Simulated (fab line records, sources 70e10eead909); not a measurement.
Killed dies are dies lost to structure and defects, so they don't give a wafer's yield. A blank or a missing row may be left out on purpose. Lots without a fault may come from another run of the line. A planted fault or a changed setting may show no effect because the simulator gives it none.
fab line records | flow nand_harc
record lots=5 wafers=15 last_day=24
route steps=1159 shown P_M0@259 P_M1@285
lots that met no fault: from a run of the same line without faults
start_h: hours from the record's first day to the start of the lot's first wafer shown | wait_h: hours since the lot's step before | " the same as in the row above | L1.1+2: a row that stands for several wafers | - no value, or no start given | * or withheld: withheld | < > ~ a bound
route shown NAME@n: a module of which the file shows steps, and the number in the route of the first | usual: mean/standard deviation of fault-free wafers | same: alike in all rows | chamber/n: place in a boat | sites: the reading at each site | _std_site: their standard deviation | _edge_site: outer sites' mean less inner sites' | radius_mm: how far each site lies from the wafer's centre | mask NAME#n: copy n | behind: the tool/chamber that last shaped the wafer | hold: why the lot was held/for how many hours/how that ended | device: the transistor (n, p or np) that didn't switch | end of line: the same wafers' tests at the end of the route | a step without rows: its recipe alone | killed: dies lost to structure and defects at the first sort, not the wafer's yield | map: a wafer's dies, x killed, . not, _ none there
set.NAME: the setting as run; set.NAME@STEP: as run at that earlier step | model.NAME: the simulator's own value behind a step, which no gauge read
lots at some steps of the route; a table a step, a row a wafer
services: from which hour (start_h, from the record's first day; less than 0 if before it) a tool's chamber was out of use, for how many hours, and why
## steps
# step NHARC_P_M0_EBR_05
# columns lot.wafer tool chamber start_h wait_h
L078.4+5+6 litho_track-04 0 - -
L086.3+5+6 litho_track-04 0 - -
L093.1+3+5 litho_track-01 0 - -
L094.1+2+5 litho_track-04 0 - -
L096.2+5+6 litho_track-04 0 - -
# step NHARC_P_M0_EXPOSE_06
# recipe na=1.35 target_cd_nm=90 dose_mj=81.28 mask_id=P_M0
# columns lot.wafer tool chamber start_h wait_h mask
L078.4+5+6 arfi_scanner-02 0 136.81 - P_M0#0
L086.3+5+6 arfi_scanner-03 0 194.37 - P_M0#0
L093.1+3+5 arfi_scanner-03 0 232.96 - P_M0#0
L094.1+2+5 arfi_scanner-01 0 237.85 - P_M0#0
L096.2+5+6 arfi_scanner-03 0 246.29 - P_M0#0
# step NHARC_P_M0_PEB_07
# recipe peb_temp_c=100 peb_time_s=65
# columns lot.wafer tool chamber start_h wait_h
L078.4+5+6 litho_track-06 0 136.86 0.0
L086.3+5+6 litho_track-04 0 194.42 0.0
L093.1+3+5 litho_track-04 0 233.02 0.1
L094.1+2+5 litho_track-06 0 237.91 0.1
L096.2+5+6 litho_track-01 0 246.35 0.1
# step NHARC_P_M0_DEVELOP_08
# recipe develop_time_s=35 dev_temp_c=23
# columns lot.wafer tool chamber start_h wait_h
L078.4+5+6 litho_track-06 0 - -
L086.3+5+6 litho_track-04 0 - -
L093.1+3+5 litho_track-04 0 - -
L094.1+2+5 litho_track-06 0 - -
L096.2+5+6 litho_track-01 0 - -
# step NHARC_P_M0_CD_MEAS_09
# recipe target_cd_nm=90 landing_energy_ev=500
# usual cd_nm=89.7/0.51
# same landing_energy_ev=500
# columns lot.wafer tool chamber start_h wait_h cd_nm
L078.4 cd_sem-01 0 136.94 - 89.2
L078.5 " 0 " " 89.3
L078.6 " 0 " " 89.2
L086.3 cd_sem-02 0 194.50 - 88.9
L086.5 " 0 " " 89.9
L086.6 " 0 " " 89.4
L093.1 cd_sem-01 0 233.10 - 89.9
L093.3 " 0 " " 90.6
L093.5 " 0 " " 90.5
L094.1 cd_sem-03 0 237.99 - 89.5
L094.2 " 0 " " 90.0
L094.5 " 0 " " 90.2
L096.2 cd_sem-02 0 246.43 - 89.9
L096.5 " 0 " " 89.8
L096.6 " 0 " " 90.8
# step NHARC_P_M0_OVL_MEAS_10
# recipe pitch_nm=180
# usual overlay_x_nm=-0.1/0.69 overlay_y_nm=-0.1/0.8
# columns lot.wafer tool chamber start_h wait_h overlay_x_nm overlay_y_nm
L078.4 overlay-02 - 137.02 - -0.7 0.4
L078.5 " - " " -0.7 0.9
L078.6 " - " " -0.6 0.6
L086.3 overlay-01 - 194.59 - 0.6 -0.5
L086.5 " - " " 1.3 -0.4
L086.6 " - " " 0.8 -0.8
L093.1 overlay-01 - 233.19 - 0.4 -0.8
L093.3 " - " " -0.6 -0.4
L093.5 " - " " -0.8 -0.5
L094.1 overlay-02 - 238.08 - -0.7 0.2
L094.2 " - " " -0.4 0.2
L094.5 " - " " -0.4 0.0
L096.2 overlay-02 - 246.52 - -0.5 0.2
L096.5 " - " " -0.8 0.6
L096.6 " - " " -0.5 0.3
# step NHARC_P_M0_INSPECT_11
# usual raw_defect_count=4.0/2.9
# columns lot.wafer tool chamber start_h wait_h raw_defect_count
L078.4 defect_inspect-02 - 137.06 0.0 5
L078.5 " - " " 2
L078.6 " - " " 4
L086.3 defect_inspect-02 - 194.63 0.0 4
L086.5 " - " " 4
L086.6 " - " " 1
L093.1 defect_inspect-02 - 233.23 0.0 2
L093.3 " - " " 4
L093.5 " - " " 5
L094.1 defect_inspect-02 - 238.12 0.0 3
L094.2 " - " " 6
L094.5 " - " " 1
L096.2 defect_inspect-02 - 246.56 0.0 6
L096.5 " - " " 2
L096.6 " - " " 6
# step NHARC_P_M0_DESCUM_14
# recipe time_s=3 o2_flow_sccm=200 ar_flow_sccm=0 bias_power_w=0 chemistry=O2
# usual chamber_pressure_mTorr=60.00/0.054 drypump_motor_current_A=5.7/0.47 mfc_ar_sccm=0.008/0.015 oes_product_au=0.999/0.0084 rf_vpp_V=57.8/0.94 showerhead_plenum_p_Torr=1.94/0.098 throttle_valve_pct=11.313/0.0092
# columns lot.wafer tool chamber start_h wait_h chamber_pressure_mTorr drypump_motor_current_A mfc_ar_sccm oes_product_au rf_hours_counter_h rf_vpp_V showerhead_plenum_p_Torr throttle_valve_pct
L078.4 rie_diel-04 1 137.14 0.1 59.95 5.4 0 0.988 1 58.6 1.87 11.310
L078.5 " 2 " " 59.99 6.3 0.040 0.999 - 59.7 1.98 11.313
L078.6 " 3 " " 59.98 5.7 0 0.998 - 56.1 1.96 11.295
L086.3 rie_diel-03 0 194.69 0.1 59.98 5.2 0 1.001 9 56.7 1.86 11.303
L086.6 " 3 " " 60.01 5.5 0.017 1.000 - 59.3 2.07 11.316
L086.5 " 0 " " 60.02 5.2 0 0.987 - 55.3 1.86 11.329
L093.3 rie_diel-04 2 233.30 0.1 59.99 6.2 0.040 1.009 9 58.7 1.97 11.307
L093.1 " 0 " " 59.87 5.6 0.035 1.009 10 57.8 1.90 11.326
L093.5 " 2 " " 60.07 6.2 0.040 1.007 - 57.5 1.97 11.306
L094.2 rie_diel-04 1 238.18 0.1 60.01 5.4 0 0.996 9 57.9 1.87 11.308
L094.1 " 3 " " 59.97 5.7 0 0.994 10 58.7 1.96 11.318
L094.5 " 1 " " 59.91 5.4 0 1.012 - 58.2 1.87 11.319
L096.2 rie_diel-10 3 246.63 0.1 60.04 5.3 0 1.007 6 57.1 1.95 11.317
L096.5 " 1 " " 59.97 5.2 0 1.001 - 56.6 1.79 11.306
L096.6 " 2 " " 60.00 6.4 0 0.987 - 58.1 2.04 11.318
# step NHARC_P_M0_ETCH_34
# recipe target_depth_a=400 overetch_a=120 time_s=43.94 ion_energy_ev=200 n2_flow_sccm=150 h2_flow_sccm=150 ar_flow_sccm=0 rf_w=400 bias_w=150 chemistry=N2/H2
# usual chamber_pressure_mTorr=30.00/0.03 drypump_motor_current_A=5.7/0.48 mfc_ar_sccm=0.008/0.015 oes_product_au=0.998/0.0073 rf_vpp_V=431.1/2.9 showerhead_plenum_p_Torr=2.06/0.11 throttle_valve_pct=14.173/0.0086
# columns lot.wafer tool chamber start_h wait_h chamber_pressure_mTorr drypump_motor_current_A mfc_ar_sccm oes_product_au rf_hours_counter_h rf_vpp_V showerhead_plenum_p_Torr throttle_valve_pct
L078.4 rie_diel-04 3 137.20 0.1 30.01 5.6 0 0.988 1 432.0 2.10 14.177
L078.6 " 3 " " 29.97 5.6 0 0.985 - 432.7 2.10 14.168
L078.5 " 0 " " 29.99 5.6 0.035 0.992 - 430.6 2.03 14.171
L086.3 rie_diel-03 1 194.78 0.1 29.99 5.2 0 0.992 9 426.8 1.91 14.176
L086.5 " 3 " " 30.04 5.4 0.017 0.984 - 434.3 2.21 14.160
L086.6 " 0 " " 30.02 5.2 0 0.999 - 427.8 1.98 14.176
L093.1 rie_diel-04 3 233.37 0.1 30.01 5.7 0 0.991 9 431.7 2.09 14.179
L093.3 " 1 " " 30.04 5.4 0 1.005 9 429.8 1.99 14.178
L093.5 " 0 " " 29.97 5.6 0.035 0.993 - 431.1 2.03 14.175
L094.1 rie_diel-04 2 238.27 0.1 29.96 6.3 0.040 0.995 9 432.8 2.11 14.166
L094.2 " 3 " " 29.95 5.7 0 0.997 10 430.6 2.09 14.163
L094.5 " 2 " " 29.96 6.3 0.040 0.991 - 432.9 2.11 14.179
L096.2 rie_diel-10 2 246.71 0.1 29.96 6.4 0 0.988 5 434.2 2.18 14.179
L096.5 " 0 " " 29.99 6.3 0.003 1.001 - 434.5 2.20 14.181
L096.6 " 1 " " 29.98 5.3 0 0.995 - 426.6 1.90 14.166
# step NHARC_P_M0_ETCH_15
# recipe target_depth_a=1500 overetch_a=150 time_s=82.5 c4f8_flow_sccm=withheld ar_flow_sccm=400 rf_w=600 bias_w=300 chemistry=C4F8/Ar
# usual chamber_pressure_mTorr=25.006/0.02 oes_product_au=0.954/0.023 rf_vpp_V=441.5/2.9
# columns lot.wafer tool chamber start_h wait_h chamber_pressure_mTorr oes_product_au rf_hours_counter_h rf_vpp_V
L078.4 rie_diel-04 2 - - 25.015 0.962 1 443.8
L078.5 " 1 " " 25.032 0.979 - 440.1
L078.6 " 2 " " 25.039 0.963 - 442.9
L086.3 rie_diel-03 1 - - 25.023 0.924 9 438.9
L086.6 " 1 " " 24.981 0.919 - 438.1
L086.5 " 2 " " 25.009 0.916 - 435.4
L093.3 rie_diel-04 3 - - 25.007 0.935 9 441.0
L093.1 " 2 " " 25.016 0.920 9 444.1
L093.5 " 3 " " 25.021 0.924 - 442.6
L094.1 rie_diel-04 3 - - 25.047 0.916 10 441.1
L094.2 " 2 " " 25.014 0.930 9 443.8
L094.5 " 0 " " 25.014 0.919 - 440.0
L096.2 rie_diel-10 1 - - 24.982 0.958 6 437.9
L096.5 " 3 " " 25.012 0.990 - 441.6
L096.6 " 0 " " 25.001 0.977 - 444.5
# step NHARC_P_M0_CD_MEAS_16
# usual cd_nm=89.7/0.6
# columns lot.wafer tool chamber start_h wait_h cd_nm
L078.4 cd_sem-02 - 137.42 - 89.4
L078.5 " - " " 89.4
L078.6 " - " " 88.9
L086.3 cd_sem-01 - 194.99 - 89.3
L086.5 " - " " 90.1
L086.6 " - " " 89.1
L093.1 cd_sem-01 - 233.59 - 89.3
L093.3 " - " " 90.7
L093.5 " - " " 90.3
L094.1 cd_sem-03 - 238.53 - 89.1
L094.2 " - " " 89.6
L094.5 " - " " 89.6
L096.2 cd_sem-02 - 246.92 - 89.4
L096.5 " - " " 89.7
L096.6 " - " " 90.9
# step NHARC_P_M0_STRIP_18
# recipe power_w=1000 n2_flow_sccm=150 h2_flow_sccm=150 ar_flow_sccm=0 bias_w=0 chemistry=N2/H2
# usual chamber_pressure_mTorr=29.999/0.027 drypump_motor_current_A=5.5/0.43 mfc_ar_sccm=0.008/0.013 oes_product_au=0.998/0.0087 rf_vpp_V=90.6/0.96 showerhead_plenum_p_Torr=2.04/0.11 throttle_valve_pct=14.172/0.0088
# columns lot.wafer tool chamber start_h wait_h chamber_pressure_mTorr drypump_motor_current_A mfc_ar_sccm oes_product_au rf_hours_counter_h rf_vpp_V showerhead_plenum_p_Torr throttle_valve_pct
L078.4 rie_diel-03 1 137.55 0.1 29.992 5.2 0 0.997 6 89.7 1.92 14.178
L078.6 " 3 " " 29.993 5.4 0.017 0.990 - 91.8 2.21 14.175
L078.5 " 0 " " 30.026 5.2 0 0.987 - 90.0 1.99 14.176
L086.3 rie_diel-03 2 195.11 0.1 29.987 5.0 0.003 0.994 8 90.0 1.91 14.167
L086.5 " 0 " " 29.964 5.2 0 0.986 - 90.8 1.98 14.184
L086.6 " 1 " " 30.029 5.3 0 0.995 - 91.7 1.91 14.158
L093.3 rie_diel-03 3 233.71 0.1 30.016 5.4 0.017 0.998 0 91.2 2.21 14.193
L093.1 " 0 " " 29.970 5.2 0 1.005 0 89.7 1.98 14.169
L093.5 " 2 " " 29.971 5.0 0.003 1.012 - 90.2 1.91 14.170
L094.2 rie_diel-03 3 238.61 0.1 30.030 5.4 0.017 1.011 1 91.2 2.21 14.169
L094.1 " 1 " " 30.026 5.2 0 1.007 1 90.5 1.91 14.168
L094.5 " 3 " " 29.947 5.5 0.017 1.013 - 91.0 2.21 14.172
L096.2 rie_diel-03 2 247.02 0.1 29.985 5.0 0.003 0.996 2 91.2 1.91 14.174
L096.5 " 1 " " 30.024 5.2 0 1.014 - 89.1 1.91 14.170
L096.6 " 2 " " 29.999 5.0 0.003 1.011 - 90.1 1.91 14.182
# step NHARC_P_M0_STRIP_19
# recipe time_s=600 temp_c=30 chemistry=post_etch_residue_remover
# usual temp_c=30.00/0.11
# columns lot.wafer tool chamber start_h wait_h temp_c
L078.4 wet_bench-02 6 137.78 - 29.87
L078.5 " 0 " " 29.85
L078.6 " 1 " " 30.07
L086.5 wet_bench-09 6 195.34 - 29.84
L086.3 " 7 " " 29.74
L086.6 " 1 " " 29.89
L093.3 wet_bench-05 7 233.94 - 29.85
L093.5 " 0 " " 30.14
L093.1 " 2 " " 29.80
L094.2 wet_bench-05 4 238.90 - 30.03
L094.1 " 5 " " 30.01
L094.5 " 6 " " 30.03
L096.2 wet_bench-09 2 247.30 - 29.92
L096.6 " 4 " " 30.15
L096.5 " 5 " " 30.08
# step NHARC_P_M0_DEGAS_28
# recipe temp_c=250 time_s=60
# usual heater_power_w=338/41
# columns lot.wafer tool chamber start_h wait_h heater_power_w
L078.4 pvd_sputter-01 - 138.04 - 369
L078.5 " - " " 362
L078.6 " - " " 321
L086.3 pvd_sputter-03 - 195.61 - 272
L086.6 " - " " 336
L086.5 " - " " 335
L093.3 pvd_sputter-02 - 234.21 - 370
L093.1 " - " " 337
L093.5 " - " " 368
L094.2 pvd_sputter-01 - 239.16 - 293
L094.1 " - " " 380
L094.5 " - " " 324
L096.2 pvd_sputter-01 - 247.58 - 310
L096.6 " - " " 315
L096.5 " - " " 323
# step NHARC_P_M0_PRE_CLEAN_29
# recipe time_s=30 temp_c=280 gas=H2/He
# usual heater_power_w=414/53
# columns lot.wafer tool chamber start_h wait_h heater_power_w
L078.4 pvd_sputter-01 - - - 386
L078.5 " - " " 455
L078.6 " - " " 389
L086.3 pvd_sputter-03 - - - 340
L086.6 " - " " 419
L086.5 " - " " 342
L093.3 pvd_sputter-02 - - - 508
L093.1 " - " " 455
L093.5 " - " " 518
L094.2 pvd_sputter-01 - - - 371
L094.1 " - " " 355
L094.5 " - " " 394
L096.2 pvd_sputter-01 - - - 470
L096.5 " - " " 401
L096.6 " - " " 351
# step NHARC_P_M0_PVD_20
# recipe target_thk_a=50 bias_v=168.6 power_w=15000 chamber_pressure_pa=0.12 time_s=8.06 substrate_temp_c=50 material=TaN
# usual throttle_valve_pct=30.5/0.73
# columns lot.wafer tool chamber start_h wait_h throttle_valve_pct
L078.4 pvd_sputter-01 - - - 30.2
L078.5 " - " " 30.8
L078.6 " - " " 30.2
L086.3 pvd_sputter-03 - - - 31.8
L086.5 " - " " 29.6
L086.6 " - " " 30.5
L093.3 pvd_sputter-02 - - - 31.6
L093.1 " - " " 29.3
L093.5 " - " " 31.3
L094.1 pvd_sputter-01 - - - 31.3
L094.2 " - " " 30.1
L094.5 " - " " 31.1
L096.2 pvd_sputter-01 - - - 30.8
L096.6 " - " " 30.2
L096.5 " - " " 30.1
# step NHARC_P_M0_PVD_21
# recipe target_thk_a=300 chamber_pressure_pa=5 power_w=5000 substrate_temp_c=30 time_s=20.49 material=Cu
# usual throttle_valve_pct=30.6/0.71
# columns lot.wafer tool chamber start_h wait_h throttle_valve_pct
L078.4 pvd_sputter-01 - - - 30.1
L078.6 " - " " 30.3
L078.5 " - " " 31.0
L086.3 pvd_sputter-03 - - - 29.7
L086.6 " - " " 29.7
L086.5 " - " " 30.3
L093.1 pvd_sputter-02 - - - 31.8
L093.3 " - " " 29.3
L093.5 " - " " 31.3
L094.1 pvd_sputter-01 - - - 30.3
L094.2 " - " " 30.2
L094.5 " - " " 30.3
L096.2 pvd_sputter-01 - - - 30.3
L096.6 " - " " 30.9
L096.5 " - " " 30.1
# step NHARC_P_M0_ECD_22
# recipe target_thk_a=4000 bath_temp_c=25 material=Cu
# columns lot.wafer tool chamber start_h wait_h
L078.4+6+5 ecd_cu-02 0,1,0 138.56 -
L086.3+5+6 ecd_cu-02 0,0,1 196.37 -
L093.1+3+5 ecd_cu-01 1,1,0 234.59 -
L094.1+2+5 ecd_cu-02 0,1,1 239.51 -
L096.2+5+6 ecd_cu-02 0,1,0 247.99 -
# step NHARC_P_M0_ANNEAL_30
# recipe temp_c=225 time_s=90
# usual anneal_temp_c_max=226.2/0.34 wafer_temp_C_max=226.0/0.3
# columns lot.wafer tool chamber start_h wait_h anneal_temp_c_max wafer_temp_C_max
L078.4 rtp_anneal-01 0 138.94 0.3 226.8 226.2
L078.5 " 0 " " 226.6 226.1
L078.6 " 0 " " 226.4 226.7
L086.3 rtp_anneal-01 0 196.76 0.3 226.4 226.6
L086.5 " 0 " " 226.3 226.1
L086.6 " 0 " " 226.6 225.9
L093.1 rtp_anneal-02 0 234.99 - 226.1 225.4
L093.3 " 0 " " 226.4 225.3
L093.5 " 0 " " 225.6 225.4
L094.1 rtp_anneal-01 0 239.89 - 226.4 226.9
L094.2 " 0 " " 226.4 226.2
L094.5 " 0 " " 226.5 226.1
L096.2 rtp_anneal-02 0 248.37 0.3 225.6 226.0
L096.5 " 0 " " 225.8 226.0
L096.6 " 0 " " 226.0 225.7
# step NHARC_P_M0_CMP_23
# recipe t_overpolish_s=20 target_thk_nm=117.53
# usual motor_current_A=12.1/1 slurry_filter_dp_kPa=13.50/0.15 time_to_endpoint_s=28.7/2
# columns lot.wafer tool chamber start_h wait_h motor_current_A slurry_filter_dp_kPa time_to_endpoint_s
L078.4 cmp-04 3 139.16 - 12.8 13.41 28.8
L078.6 " 2 " " 11.8 13.55 28.7
L078.5 " 3 " " 14.1 13.47 29.0
L086.3 cmp-03 0 197.03 - 9.9 13.41 31.1
L086.5 " 3 " " 12.1 13.67 27.4
L086.6 " 0 " " 9.9 13.20 28.8
L093.3 cmp-04 2 235.34 - 10.9 13.63 25.3
L093.1 " 1 " " 11.1 13.36 28.7
L093.5 " 2 " " 11.8 13.54 28.9
L094.2 cmp-01 2 240.24 - 11.3 13.72 27.4
L094.1 " 3 " " 10.9 13.53 28.9
L094.5 " 3 " " 10.8 13.47 29.7
L096.2 cmp-03 2 248.70 - 13.4 13.48 30.1
L096.6 " 1 " " 14.3 13.56 29.6
L096.5 " 2 " " 12.8 13.47 31.0
# step NHARC_P_M0_THK_MEAS_24
# recipe thk_meas_gauge=xrf
# usual thk_nm=117.8/1.1
# columns lot.wafer tool chamber start_h wait_h thk_nm
L078.4 film_metro-01 - 139.45 - 118.6
L078.5 " - " " 115.9
L078.6 " - " " 117.0
L086.3 film_metro-02 - 197.31 - 117.3
L086.5 " - " " 118.1
L086.6 " - " " 119.3
L093.1 film_metro-02 - 235.65 - 117.8
L093.3 " - " " 115.9
L093.5 " - " " 119.2
L094.1 film_metro-01 - 240.55 - 117.2
L094.2 " - " " 118.3
L094.5 " - " " 116.9
L096.2 film_metro-02 - 248.99 - 118.7
L096.5 " - " " 117.4
L096.6 " - " " 118.7
# step NHARC_P_M0_SRD_25
# columns lot.wafer tool chamber start_h wait_h
L078.6+4+5 wet_bench-08 4,5,7 139.49 0.0
L086.5+6+3 wet_bench-10 5,6,0 197.36 0.0
L093.3+5+1 wet_bench-10 4,6,7 235.70 0.0
L094.5+2+1 wet_bench-10 2,3,5 240.59 0.0
L096.6+2+5 wet_bench-08 7,2,3 249.03 0.0
# step NHARC_P_M0_INSPECT_27
# usual raw_defect_count=332/130
# columns lot.wafer tool chamber start_h wait_h raw_defect_count
L078.4 defect_inspect-02 - 139.61 0.0 222
L078.5 " - " " 295
L078.6 " - " " 187
L086.3 defect_inspect-02 - 197.47 0.0 439
L086.5 " - " " 439
L086.6 " - " " 478
L093.1 defect_inspect-02 - 235.81 0.0 456
L093.3 " - " " 465
L093.5 " - " " 442
L094.1 defect_inspect-02 - 240.70 0.0 273
L094.2 " - " " 172
L094.5 " - " " 264
L096.2 defect_inspect-02 - 249.16 0.0 425
L096.5 " - " " 375
L096.6 " - " " 260
# step NHARC_P_M0_PRE_CLEAN_31
# recipe time_s=12 temp_c=370 rf_power_w=300 gas=NH3
# usual heater_power_w=669/83
# columns lot.wafer tool chamber start_h wait_h heater_power_w since_wet_clean_h
L078.5 pecvd-02 2 139.71 0.1 477 -
L078.4 " 0 " " 634 -
L078.6 " 1 " " 688 -
L086.3 pecvd-01 1 197.56 0.1 723 129
L086.5 " 2 " " 843 -
L086.6 " 1 " " 708 -
L093.3 pecvd-02 0 235.88 0.1 706 70
L093.1 " 2 " " 539 70
L093.5 " 0 " " 709 -
L094.2 pecvd-03 1 240.86 0.2 530 116
L094.1 " 2 " " 757 116
L094.5 " 2 " " 762 -
L096.2 pecvd-02 2 249.24 0.1 574 83
L096.5 " 1 " " 666 -
L096.6 " 2 " " 549 -
# step NHARC_P_M0_DEP_32
# recipe target_thk_a=300 temp_c=370 target_thk_nm=30 pressure_torr=3 flow_sccm=200 rf_w=450 material=SiCN
# usual heater_power_w=611/83 showerhead_vpp_V=1333/51
# columns lot.wafer tool chamber start_h wait_h heater_power_w showerhead_vpp_V since_wet_clean_h
L078.5 pecvd-02 2 139.88 0.2 461 1238 -
L078.4 " 0 " " 691 1420 -
L078.6 " 1 " " 630 1275 -
L086.3 pecvd-01 1 197.70 0.1 608 1316 129
L086.5 " 2 " " 700 1360 -
L086.6 " 1 " " 610 1344 -
L093.3 pecvd-02 0 235.96 0.1 670 1414 70
L093.1 " 2 " " 479 1269 70
L093.5 " 0 " " 669 1417 -
L094.2 pecvd-03 1 240.96 0.1 535 1380 117
L094.1 " 2 " " 705 1287 117
L094.5 " 2 " " 692 1266 -
L096.2 pecvd-02 2 249.35 0.1 459 1262 83
L096.5 " 1 " " 534 1261 -
L096.6 " 2 " " 468 1276 -
# step NHARC_P_M1_DEP_00
# recipe target_thk_a=1825 target_thk_nm=182.5 temp_c=withheld pressure_torr=5 flow_sccm=200 rf_w=600 material=SiOC
# usual showerhead_vpp_V=1535/62
# columns lot.wafer tool chamber start_h wait_h showerhead_vpp_V since_wet_clean_h
L078.4 pecvd-01 1 140.30 - 1499 -
L078.6 " 2 " " 1582 -
L078.5 " 0 " " 1529 -
L086.3 pecvd-02 1 198.12 - 1486 32
L086.6 " 2 " " 1433 -
L086.5 " 1 " " 1478 -
L093.3 pecvd-01 0 236.48 - 1545 168
L093.1 " 2 " " 1559 168
L093.5 " 2 " " 1550 -
L094.1 pecvd-02 0 241.33 - 1631 75
L094.2 " 1 " " 1498 75
L094.5 " 2 " " 1475 -
L096.2 pecvd-02 1 - - 1483 84
L096.6 " 1 " " 1503 -
L096.5 " 2 " " 1474 -
# step NHARC_P_M1_DEHYDRATE_01
# recipe temp_c=150 time_s=120
# columns lot.wafer tool chamber start_h wait_h
L078.4+5+6 litho_track-06 0 140.57 -
L086.3+5+6 litho_track-06 0 198.43 -
L093.1+3+5 litho_track-01 0 236.89 -
L094.1+2+5 litho_track-01 0 241.74 -
L096.2+5+6 litho_track-01 0 250.10 -
# step NHARC_P_M1_HMDS_02
# recipe time_s=30
# columns lot.wafer tool chamber start_h wait_h
L078.4+5+6 litho_track-06 0 - -
L086.3+5+6 litho_track-06 0 - -
L093.1+3+5 litho_track-01 0 - -
L094.1+2+5 litho_track-01 0 - -
L096.2+5+6 litho_track-01 0 - -
# step NHARC_P_M1_COAT_34
# recipe temp_c=200 time_s=65
# columns lot.wafer tool chamber start_h wait_h
L078.4+5+6 litho_track-06 0 - -
L086.3+5+6 litho_track-06 0 - -
L093.1+3+5 litho_track-01 0 - -
L094.1+2+5 litho_track-01 0 - -
L096.2+5+6 litho_track-01 0 - -
# step NHARC_P_M1_COAT_03
# recipe spin_rpm=1500 resist_thk_nm=90
# columns lot.wafer tool chamber start_h wait_h
L078.4+5+6 litho_track-06 0 - -
L086.3+5+6 litho_track-06 0 - -
L093.1+3+5 litho_track-01 0 - -
L094.1+2+5 litho_track-01 0 - -
L096.2+5+6 litho_track-01 0 - -
# step NHARC_P_M1_SOFTBAKE_04
# recipe temp_c=105 time_s=55
# columns lot.wafer tool chamber start_h wait_h
L078.4+5+6 litho_track-06 0 - -
L086.3+5+6 litho_track-06 0 - -
L093.1+3+5 litho_track-01 0 - -
L094.1+2+5 litho_track-01 0 - -
L096.2+5+6 litho_track-01 0 - -
# step NHARC_P_M1_EBR_05
# columns lot.wafer tool chamber start_h wait_h
L078.4+5+6 litho_track-06 0 - -
L086.3+5+6 litho_track-06 0 - -
L093.1+3+5 litho_track-01 0 - -
L094.1+2+5 litho_track-01 0 - -
L096.2+5+6 litho_track-01 0 - -
# step NHARC_P_M1_EXPOSE_06
# recipe na=1.35 target_cd_nm=130 dose_mj=81.88 mask_id=P_M1
# columns lot.wafer tool chamber start_h wait_h mask
L078.4+5+6 arfi_scanner-01 0 140.87 - P_M1#0
L086.3+5+6 arfi_scanner-02 0 198.61 - P_M1#0
L093.1+3+5 arfi_scanner-01 0 237.05 - P_M1#0
L094.1+2+5 arfi_scanner-01 0 241.90 - P_M1#0
L096.2+5+6 arfi_scanner-01 0 250.39 - P_M1#0
# step NHARC_P_M1_PEB_07
# recipe peb_temp_c=100 peb_time_s=65
# columns lot.wafer tool chamber start_h wait_h
L078.4+5+6 litho_track-04 0 140.93 0.0
L086.3+5+6 litho_track-04 0 198.67 0.0
L093.1+3+5 litho_track-04 0 237.11 0.1
L094.1+2+5 litho_track-01 0 241.96 0.1
L096.2+5+6 litho_track-04 0 250.45 0.1
# step NHARC_P_M1_DEVELOP_08
# recipe develop_time_s=35 dev_temp_c=23
# columns lot.wafer tool chamber start_h wait_h
L078.4+5+6 litho_track-04 0 - -
L086.3+5+6 litho_track-04 0 - -
L093.1+3+5 litho_track-04 0 - -
L094.1+2+5 litho_track-01 0 - -
L096.2+5+6 litho_track-04 0 - -
# step NHARC_P_M1_CD_MEAS_09
# recipe target_cd_nm=130 landing_energy_ev=500
# usual cd_nm=129.9/0.49
# same landing_energy_ev=500
# columns lot.wafer tool chamber start_h wait_h cd_nm
L078.4 cd_sem-01 0 141.01 - 130.0
L078.5 " 0 " " 129.8
L078.6 " 0 " " 130.0
L086.3 cd_sem-02 0 198.75 - 129.3
L086.5 " 0 " " 130.1
L086.6 " 0 " " 130.1
L093.1 cd_sem-01 0 237.19 - 129.7
L093.3 " 0 " " 130.0
L093.5 " 0 " " 129.6
L094.1 cd_sem-02 0 242.04 - 130.5
L094.2 " 0 " " 130.5
L094.5 " 0 " " 130.2
L096.2 cd_sem-03 0 250.53 - 129.9
L096.5 " 0 " " 129.4
L096.6 " 0 " " 129.2
# step NHARC_P_M1_OVL_MEAS_10
# recipe pitch_nm=260
# usual overlay_x_nm=0.0/0.84 overlay_y_nm=-0.2/1.1
# columns lot.wafer tool chamber start_h wait_h overlay_x_nm overlay_y_nm
L078.4 overlay-02 - 141.09 - -1.3 -0.6
L078.5 " - " " -1.0 -0.5
L078.6 " - " " -1.5 -0.4
L086.3 overlay-02 - 198.83 - 0.1 -0.7
L086.5 " - " " 0.3 -0.4
L086.6 " - " " 0.6 -0.7
L093.1 overlay-02 - 237.28 - 0.4 -1.5
L093.3 " - " " -0.1 -1.1
L093.5 " - " " 0.4 -1.1
L094.1 overlay-01 - 242.13 - 0.3 0.2
L094.2 " - " " 0.4 -0.3
L094.5 " - " " -0.1 -0.5
L096.2 overlay-01 - 250.62 - -1.3 -0.7
L096.5 " - " " -0.9 -1.4
L096.6 " - " " -1.2 -0.9
# step NHARC_P_M1_INSPECT_11
# usual raw_defect_count=4.6/2.7
# columns lot.wafer tool chamber start_h wait_h raw_defect_count
L078.4 defect_inspect-01 - 141.13 0.0 0
L078.5 " - " " 2
L078.6 " - " " 6
L086.3 defect_inspect-02 - 198.88 0.0 5
L086.5 " - " " 4
L086.6 " - " " 3
L093.1 defect_inspect-02 - 237.32 0.0 1
L093.3 " - " " 4
L093.5 " - " " 3
L094.1 defect_inspect-01 - 242.16 0.0 2
L094.2 " - " " 5
L094.5 " - " " 5
L096.2 defect_inspect-02 - 250.65 0.0 7
L096.5 " - " " 2
L096.6 " - " " 7
## services
# columns tool chamber start_h hours kind
pecvd-02 1 114.43 6.6 repair
litho_track-06 - 117.00 7.0 pm
arfi_scanner-03 - 119.63 0.6 repair
arfi_scanner-03 - 120.86 7.3 repair
pecvd-02 2 128.28 6.7 repair
arfi_scanner-03 - 140.01 4.0 pm
rie_diel-10 3 140.47 2.4 repair
litho_track-04 - 141.00 7.0 pm
pecvd-02 - 153.00 13.0 pm
rie_diel-04 - 156.17 0.5 repair
pvd_sputter-01 - 158.00 10.0 pm
pvd_sputter-01 - 179.54 2.9 repair
ecd_cu-02 - 180.02 8.0 pm
pecvd-02 - 186.64 0.7 repair
pvd_sputter-02 - 195.66 9.3 repair
arfi_scanner-01 - 196.00 4.0 pm
pecvd-02 2 207.89 5.6 repair
pecvd-01 0 212.95 4.2 repair
pvd_sputter-02 - 214.04 10.0 pm
rie_diel-03 - 215.30 9.0 pm
pecvd-01 - 237.00 13.0 pm
rie_diel-04 1 240.22 2.9 repair
rie_diel-03 1 247.50 10.4 repair
pvd_sputter-02 - 249.42 1.5 repair
## key
fault none
